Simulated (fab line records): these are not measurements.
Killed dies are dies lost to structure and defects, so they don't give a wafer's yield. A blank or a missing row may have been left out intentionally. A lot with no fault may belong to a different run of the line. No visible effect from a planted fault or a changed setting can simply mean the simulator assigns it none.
Split-lot experiment + flow n5-finfet + 21 wafers read across 7 lots, on a route 1938 steps long

== THE SPLIT ITSELF ==
At N5_FIN_SAQP_SPACER1_ALD_24 (deposits SiO2, target thk 20.3 nm, pulse time 1 s, purge time 2 s), the setting ald-cycles was moved away from the recipe's 218 on 7 of the 21 wafers read, by -14.7% to -6.0%. For the rest of the wafers, this setting stayed at what the recipe calls for.

== FROM THE SPLIT TO THE READING: what the file shows between them, 2 steps ==
- N5_FIN_SAQP_SPACER1_ETCHBACK_25: etches SiO2 in CHF3/O2, target depth 24.4 nm, time 12.2 s
- N5_FIN_SAQP_MANDREL1_REMOVE_56: chemistry HBr/Cl2/O2, target a-Si, stops on SiNx, bt time 10 s

== THE READING ==
cd-nm (nm) at N5_FIN_SAQP_CD_MEAS_27, where the cd target is 20 nm. Typical for fault-free wafers on this fab line: 20.30 nm, with standard deviation 0.23 nm.

| wafer  | tool, chamber at the split | ald-cycles as run | against the recipe | cd-nm, nm | against lot-mates on the recipe |
|--------|----------------------------|-------------------|--------------------|-----------|---------------------------------|
| L075.1 | ald-sin-04, 2,3            | 205               | -6.0%              | 18.87     | -1.34                           |
| L075.2 | ald-sin-04, 0              | 218               | recipe             | 20.21     | -                               |
| L075.4 | ald-sin-04, 2,3            | 205               | -6.0%              | 19.20     | -1.01                           |
| L081.1 | ald-sin-03, 2              | 204               | -6.4%              | 18.86     | -1.26                           |
| L081.3 | ald-sin-03, 0              | 204               | -6.4%              | 18.79     | -1.33                           |
| L081.6 | ald-sin-03, 2              | 218               | recipe             | 20.12     | -                               |
| L083.2 | ald-sin-02, 2,0,1          | 218               | recipe             | 20.47     | -                               |
| L083.5 | ald-sin-02, 2,0,1          | 218               | recipe             | 20.22     | -                               |
| L083.6 | ald-sin-02, 2,0,1          | 218               | recipe             | 20.72     | -                               |
| L084.1 | ald-sin-02, 3              | 218               | recipe             | 20.19     | -                               |
| L084.2 | ald-sin-02, 1,2            | 218               | recipe             | 20.10     | -                               |
| L084.4 | ald-sin-02, 1,2            | 218               | recipe             | 20.03     | -                               |
| L085.4 | ald-sin-04, 2,3,2          | 218               | recipe             | 20.42     | -                               |
| L085.5 | ald-sin-04, 2,3,2          | 218               | recipe             | 20.58     | -                               |
| L085.6 | ald-sin-04, 2,3,2          | 218               | recipe             | 20.30     | -                               |
| L089.3 | ald-sin-04, 3,2            | 218               | recipe             | 20.49     | -                               |
| L089.4 | ald-sin-04, 1              | 186               | -14.7%             | 17.29     | -3.16                           |
| L089.5 | ald-sin-04, 3,2            | 218               | recipe             | 20.40     | -                               |
| L091.1 | ald-sin-04, 0              | 218               | recipe             | 20.29     | -                               |
| L091.3 | ald-sin-04, 1              | 205               | -6.0%              | 19.29     | -1.00                           |
| L091.5 | ald-sin-04, 1              | 205               | -6.0%              | 18.95     | -1.34                           |
The file does not say which wafer passed through which chamber wherever a row lists several chambers: such a row stands for several wafers.

THE FIT
A straight line over all 21 wafers: cd-nm changes by +0.212 nm for each +1% of ald-cycles; r = +0.98; the points scatter about the line by 0.19 nm.
The same after taking each lot's own level away (the mean of its wafers on the recipe; 21 wafers): +0.208 nm for each +1%; r = +0.99; scatter 0.13 nm.
The reading moves by 3.1 nm for the largest change in ald-cycles, on that fit.
The span of the lots' own levels, 20.107 to 20.470 nm, comes to 1.6 times the standard deviation stated above.
So the lot-to-lot level changes the slope little: the two slopes agree.
Check: -2.91 nm against its lot-mates is what the line predicts for one of the wafers moved furthest among these (-14.7%) when that wafer is left out of the fit. It came out at -3.16 nm against them.

== OTHER SPLITS ON THESE WAFERS ==
Before the reading, these wafers also passed through other splits. Each is held against what the fit with the lots' levels taken away leaves over:
| other split on the same wafers            | wafers away from the commonest value | r with cd-nm (lot level and that fit taken away) |
|-------------------------------------------|--------------------------------------|--------------------------------------------------|
| N5_WELL_APT_PEB_06 peb-time-s             | 9                                    | -0.17                                            |
| N5_PMOS_HMC_CHANNEL_EPI_PEB_07 peb-time-s | 9                                    | +0.14                                            |
| N5_PMOS_HMC_CHANNEL_EPI_DESCUM_14 time-s  | 9                                    | -0.02                                            |

== THE WHOLE CHAIN: every reading that the file lists as answering this split, in the file's order ==
| step                           | what it does                                                      | reading                                                                                 | change (the file's fit)               | r (the file's) |
|--------------------------------|-------------------------------------------------------------------|-----------------------------------------------------------------------------------------|---------------------------------------|----------------|
| N5_FIN_SAQP_SPACER1_ALD_24     | deposits SiO2, target thk 20.3 nm, pulse time 1 s, purge time 2 s | SiO2_of_FIN_SAQP_SPACER1_ALD_24.thk-nm (the simulator's own value, which no gauge read) | +0.214 nm for each +1% of the setting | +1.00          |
| N5_FIN_SAQP_MANDREL1_REMOVE_56 | chemistry HBr/Cl2/O2, target a-Si, stops on SiNx, bt time 10 s    | FIN_SAQP.cd-nm (the simulator's own value, which no gauge read)                         | +0.209 nm for each +1% of the setting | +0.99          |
| N5_FIN_SAQP_CD_MEAS_27         | target cd 20 nm                                                   | cd-nm                                                                                   | +0.209 nm for each +1% of the setting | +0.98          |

== FILE'S OWN FIT ==
cd-nm changes by +0.209 nm for each +1% of ald-cycles, r = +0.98.
